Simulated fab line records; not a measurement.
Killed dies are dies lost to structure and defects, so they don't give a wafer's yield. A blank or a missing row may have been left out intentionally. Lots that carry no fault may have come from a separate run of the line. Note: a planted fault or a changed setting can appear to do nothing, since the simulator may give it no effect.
A struck lot beside a sound one -- flow n5 finfet -- 38 steps out of a route of 1938
Sound: the wafers L411.2, L411.3, L411.6. Wafers L429.2, L429.3, L429.6 were the ones struck. The cause is given at the end.
Each step with rows lists, per side, the tool, then ch with its chambers, then its first start. Under that, the readings that differ: sound wafers -- struck wafers -- difference of the means -- sigmas: that difference in standard deviations of wafers without a fault.
alike: words and numbers the same on both sides, and readings whose means are apart by under 2 such deviations; not compared: readings that were withheld, readings missing a value for some wafer, numbers with overlapping values and no deviation given by the record, and bounds like >300 which may hide the same value.
A row with sigmas, a row that says differs or no value, or rows on one side alone: a step with any of these is where the two part. Numbers that have no deviation but don't overlap get no sigmas and don't part them. A reading that every wafer of one side lacks parts them only if that side has two wafers or more.

first, 10 steps without rows for these wafers: N5_BEOL_M5_ILD_DEP_00 (deposits SiCOH lowk from DEMS/porogen, target thk 140.64 nm, time 25.9 s); N5_BEOL_M5_CURE_79 (cures SiCOH lowk, time 240 s); N5_BEOL_M5_PECVD_70 (deposits SiO2 from TEOS/O2, target thk 16 nm, time 18 s); N5_BEOL_M5_HM_DEP_02 (deposits TiN, target thk 20 nm); N5_BEOL_M5_COAT_59 (time 60 s, resist thk 60 nm); N5_BEOL_M5_COAT_60 (time 60 s, resist thk 12 nm); N5_BEOL_M5_COAT_71 (time 60 s, resist thk 5 nm); N5_BEOL_M5_COAT_05 (resist thk 30 nm); N5_BEOL_M5_EBR_07; N5_BEOL_M5_SOFTBAKE_06 (time 60 s).
N5_BEOL_M5_EXPOSE_08: exposes mask M5, target cd 28 nm.
  sound on euv scanner-02 ch 0, day 8 04:52; struck on euv scanner-01 ch 0, day 13 15:20
reading,sound,struck,difference,sigmas
exposure dose mJ cm2,35.61 35.57 35.59,31.15 31.22 31.23,-4.39,-50
  alike: mask
then, 2 steps without rows for these wafers: N5_BEOL_M5_PEB_09 (peb time 60 s); N5_BEOL_M5_DEVELOP_10 (develop time 30 s).
N5_BEOL_M5_CD_MEAS_11: the cd target is 27.74 nm.
  sound on cd sem-01 ch 0, day 8 05:00; struck on cd sem-01 ch 0, day 13 15:28
reading,sound,struck,difference,sigmas
cd nm (nm),28.19 27.81 27.72,24.70 25.19 24.97,-2.95,-12
N5_BEOL_M5_DESCUM_16: chemistry O2, time 7 s.
  sound on rie diel-02 ch 0,1, day 8 05:07; struck on rie diel-04 ch 1,3, day 13 15:35
reading,sound,struck,difference,sigmas
model.BEOL_M5.cd nm (nm),28 28 28,24.8 25 25,-3.1,
  alike: drypump motor current A, oes product au, rf fwd power W, rf vpp V, showerhead plenum p Torr, throttle valve pct
  not compared: rf hours counter h
then, 8 steps without rows for these wafers: N5_BEOL_M5_ETCH_72 (etches underlayer in N2/H2, target depth 6.5 nm, time 5.2 s); N5_BEOL_M5_ETCH_61 (etches SiARC in CF4, target depth 15.6 nm, time 26 s); N5_BEOL_M5_ETCH_62 (etches SOC in N2/H2, target depth 75 nm, overetch 15 nm, time 112.5 s); N5_BEOL_M5_STRIP_63 (strips in N2/H2); N5_BEOL_M5_STRIP_73 (strips in N2/H2); N5_BEOL_M5_STRIP_64 (strips in CF4); N5_BEOL_M5_HM_OPEN_17 (chemistry Cl2/BCl3, target TiN, target depth 20 nm, overetch 6 nm); N5_BEOL_M5_STRIP_19 (strips in O2).
N5_BEOL_M5_CD_MEAS_18: pitch 56 nm, target cd 28 nm.
  sound on cd sem-01 at day 8 05:34; struck on cd sem-02 at day 13 16:05
reading,sound,struck,difference,sigmas
cd nm (nm),27.90 27.62 27.35,24.94 24.86 24.61,-2.82,-10
then, 11 steps without rows for these wafers: N5_BEOL_M5_COAT_65 (time 60 s, resist thk 60 nm); N5_BEOL_M5_COAT_66 (time 60 s, resist thk 12 nm); N5_BEOL_M5_COAT_74 (time 60 s, resist thk 5 nm); N5_BEOL_M5_COAT_22 (resist thk 30 nm); N5_BEOL_M5_EBR_24; N5_BEOL_M5_SOFTBAKE_23 (time 60 s); N5_BEOL_M5_EXPOSE_25 (exposes mask V4, defocus 10 nm); N5_BEOL_M5_PEB_26 (peb time 60 s); N5_BEOL_M5_DEVELOP_27 (develop time 30 s); N5_BEOL_M5_DESCUM_33 (chemistry O2, time 7 s); N5_BEOL_M5_ETCH_75 (etches underlayer in N2/H2, target depth 6.5 nm, time 5.2 s).
N5_BEOL_M5_ETCH_41: etches SiCN in CH3F/O2, target depth 31.5 nm, time 56.7 s.
  sound: rie diel-02 ch 0,2,3; struck: rie diel-04 ch 1,2
reading,sound,struck,difference,sigmas
model.BEOL_M5.cd nm (nm),28 27.8 27.6,24.8 25 25,-2.9,
  alike: O2_flow_sccm, drypump motor current A, mfc ar sccm, oes product au, rf fwd power W, rf vpp V, showerhead plenum p Torr, throttle valve pct
  not compared: rf hours counter h
-- record jumps: 3 days separate the struck wafers' starts on either side; left off in module BEOL_M5, taken up again in module BEOL_M15, whose first shown step is the route's number 1830 --
N5_BEOL_M15_RC_MEAS_101:
  sound on prober-01 ch 0, day 11 19:00; struck on prober-01 ch 0, day 17 03:38
reading,sound,struck,difference,sigmas
COMB_M9 (S/m),9.5e-12 9.7e-12 1.2e-11,2.08e-11 1.79e-11 1.65e-11,+8.00e-12,+3
SERP_M5 (ohm/um),37.2 38.7 39.5,50.7 49.3 51.2,+11.9,+8
SERP_M5_max_site (ohm/um),38.2 40.0 40.4,52.9 50.1 54.5,+13.0,+7
  alike: COMB_M10, COMB_M11, COMB_M12, COMB_M13, COMB_M14, COMB_M15, COMB_M5, COMB_M6, COMB_M7, COMB_M8, SERP_M10, SERP_M11, SERP_M12, SERP_M13, SERP_M14, SERP_M6, SERP_M6_max_site, SERP_M7, SERP_M8, SERP_M8_max_site, SERP_M9
N5_PASSIVATION_PROBE_49:
  rows exist in the record for the struck wafers here (prober-02, day 17 18:21), but not for the sound ones

== WHERE THEY PART ==
First at N5_BEOL_M5_EXPOSE_08; last, within this record, at N5_PASSIVATION_PROBE_49.

WHY: what the simulator had put in
Process parameters drifting: euv scanner-01 at N5_BEOL_M5_EXPOSE_08, beginning at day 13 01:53. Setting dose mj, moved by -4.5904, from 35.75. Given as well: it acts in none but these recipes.
